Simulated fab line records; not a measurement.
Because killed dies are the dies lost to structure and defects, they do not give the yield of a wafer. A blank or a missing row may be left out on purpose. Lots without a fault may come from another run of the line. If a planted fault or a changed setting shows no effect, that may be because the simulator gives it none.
Matching of chambers ; flow n5Finfet ; rieSi-03 running N5_DUMMY_GATE_ETCH_44: 4 sister chambers
The step etches poly-Si in HBr/O2, stops on SiO2, target depth 127.5 nm. 14 wafers are shown with their chamber, then 7 later ones without.

WAFERS PAIRED WITH THEIR CHAMBERS
wafer;chamber;throttleValvePct (%);drypumpMotorCurrentA (A);oesProductAu (a.u.)
L080.2;3;18.60;4.9;0.743
L080.5;2;19.01;5.4;0.730
L080.6;1;18.82;5.3;0.729
L084.2;1;18.82;5.3;0.736
L084.4;2;19.01;5.5;0.713
L084.6;1;18.83;5.4;0.729
L085.1;0;18.30;6.2;0.741
L085.2;3;18.59;4.9;0.737
L085.6;2;19.00;5.4;0.713
L089.2;0;18.33;6.3;0.734
L089.3;3;18.58;4.9;0.742
L089.5;0;18.32;6.3;0.725
L090.3;0;18.33;6.3;0.736
L090.4;1;18.81;5.3;0.719

SIGNATURES (averages over the wafers above)
reading;chamber 0;chamber 1;chamber 2;chamber 3;scatter within a chamber
throttleValvePct;18.3200;18.8200;19.0067;18.5900;0.0103
drypumpMotorCurrentA;6.275;5.325;5.433;4.900;0.0465
oesProductAu;0.73400;0.72825;0.71867;0.74067;0.00703
Rule: for a wafer and a chamber, the distance is found by dividing, reading by reading, the gap between the wafer's reading and the chamber's mean by the reading's scatter, squaring, summing and taking the root. The wafer belongs to the nearest chamber; if the next one is less than 2 further off, it can't be placed. How the scatter is found: for the shown wafers, subtract from each reading the mean of its chamber, square and add these, divide the total by (wafers less chambers), then take the root.

WAFERS WITHOUT THEIR CHAMBER
wafer;throttleValvePct (%);drypumpMotorCurrentA (A);oesProductAu (a.u.)
L090.5;18.30;6.3;0.734
L093.2;18.59;4.9;0.749
L093.3;19.00;5.4;0.720
L093.4;18.29;6.2;0.745
L096.1;18.99;5.4;0.717
L096.2;18.58;4.9;0.747
L096.4;18.33;6.3;0.740

THE CHAMBER EACH PASSED THROUGH
wafer;from the rows above;in truth
L090.5;0;0
L093.2;3;3
L093.3;2;2
L093.4;0;0
L096.1;2;2
L096.2;3;3
L096.4;0;0
Correctly placed: 7 of 7. Left unplaced by these rows: 0. Number placed wrongly: 0.
